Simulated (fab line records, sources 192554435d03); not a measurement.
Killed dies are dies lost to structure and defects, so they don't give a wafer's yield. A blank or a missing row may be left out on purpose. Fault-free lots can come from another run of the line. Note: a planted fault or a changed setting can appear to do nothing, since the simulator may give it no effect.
Lot-split experiment    flow n5-finfet    route with 1938 steps; 7 lots, 21 wafers read

## THE SPLIT
At N5_MOL_CONTACT_COAG_VIA_ETCH_46 (etches SiO2 in C4F6/O2, target depth 46 nm, overetch 9.2 nm, time 40 s), the setting bias-w was moved away from the recipe's 455 W on 6 of the 21 wafers read, by -16.7% to +13.5%. All remaining wafers had this setting at the recipe value.

The reading comes from the split's own step.

## THE READING
rf-vpp-V, in V, at N5_MOL_CONTACT_COAG_VIA_ETCH_46 (etches SiO2 in C4F6/O2, target depth 46 nm, overetch 9.2 nm, time 40 s). A value of 1595 V with a standard deviation of 31 V is what fault-free wafers of this fab line usually give.

wafer   tool, chamber at the split  bias-w as run, W  against the recipe  rf-vpp-V, V  against lot-mates on the recipe
L076.1  rie-diel-02, 0              455               recipe              1633         -
L076.2  rie-diel-02, 2              455               recipe              1543         -
L076.5  rie-diel-02, 3              516.3             +13.5%              1803         +215
L077.3  rie-diel-04, 0              455               recipe              1637         -
L077.4  rie-diel-04, 2              455               recipe              1594         -
L077.6  rie-diel-04, 3              378.8             -16.7%              1391         -224
L082.2  rie-diel-05, 0              455               recipe              1573         -
L082.4  rie-diel-05, 1              455               recipe              1584         -
L082.5  rie-diel-05, 2              455               recipe              1564         -
L084.1  rie-diel-02, 1              455               recipe              1584         -
L084.3  rie-diel-02, 0              394.8             -13.2%              1468         -116
L084.4  rie-diel-02, 3              394.8             -13.2%              1476         -108
L085.1  rie-diel-02, 3              408.8             -10.2%              1514         -74
L085.4  rie-diel-02, 2              455               recipe              1543         -
L085.5  rie-diel-02, 0              455               recipe              1633         -
L096.2  rie-diel-04, 3              455               recipe              1594         -
L096.5  rie-diel-04, 3              492.7             +8.3%               1693         +94
L096.6  rie-diel-04, 1              455               recipe              1605         -
L097.1  rie-diel-02, 0              455               recipe              1632         -
L097.3  rie-diel-02, 3              455               recipe              1641         -
L097.4  rie-diel-02, 1              455               recipe              1583         -

THE FIT
A straight line over all 21 wafers: rf-vpp-V changes by +11.5 V for each +1% of bias-w; r = +0.93; the points scatter about the line by 33 V.
The same after taking each lot's own level away (the mean of its wafers on the recipe; 21 wafers): +11.6 V for each +1%; r = +0.93; scatter 32 V.
According to that fit, moving bias-w by its largest amount changes the reading by 1.9e+02 V.
The span of the lots' own levels, 1573.7 to 1618.7 V, comes to 1.5 times the standard deviation stated above.
Consequently the slope shifts little with the lot-to-lot level, the two slopes agreeing.
Check: -170 V against its lot-mates is what the line predicts for one of the wafers moved furthest among these (-16.7%) when that wafer is left out of the fit. It came out at -224 V against them.
Tool readings at the split's step, against how far the setting was moved: rf-vpp-V r = +0.93.

## OTHER SPLITS APPLIED TO THESE WAFERS
Before the reading, these wafers also passed through other splits. Each is held against what the fit with the lots' levels taken away leaves over:
other split on the same wafers     wafers away from the commonest value  r with rf-vpp-V (lot level and that fit taken away)
N5_GATE_CUT_EXPOSE_10 dose-mj      8                                     -0.31
N5_GATE_CUT_ETCH_36 cf4-flow-sccm  10                                    -0.01

## THE FILE'S OWN FIT
rf-vpp-V changes by +11.9 V for each +1% of bias-w, r = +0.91.
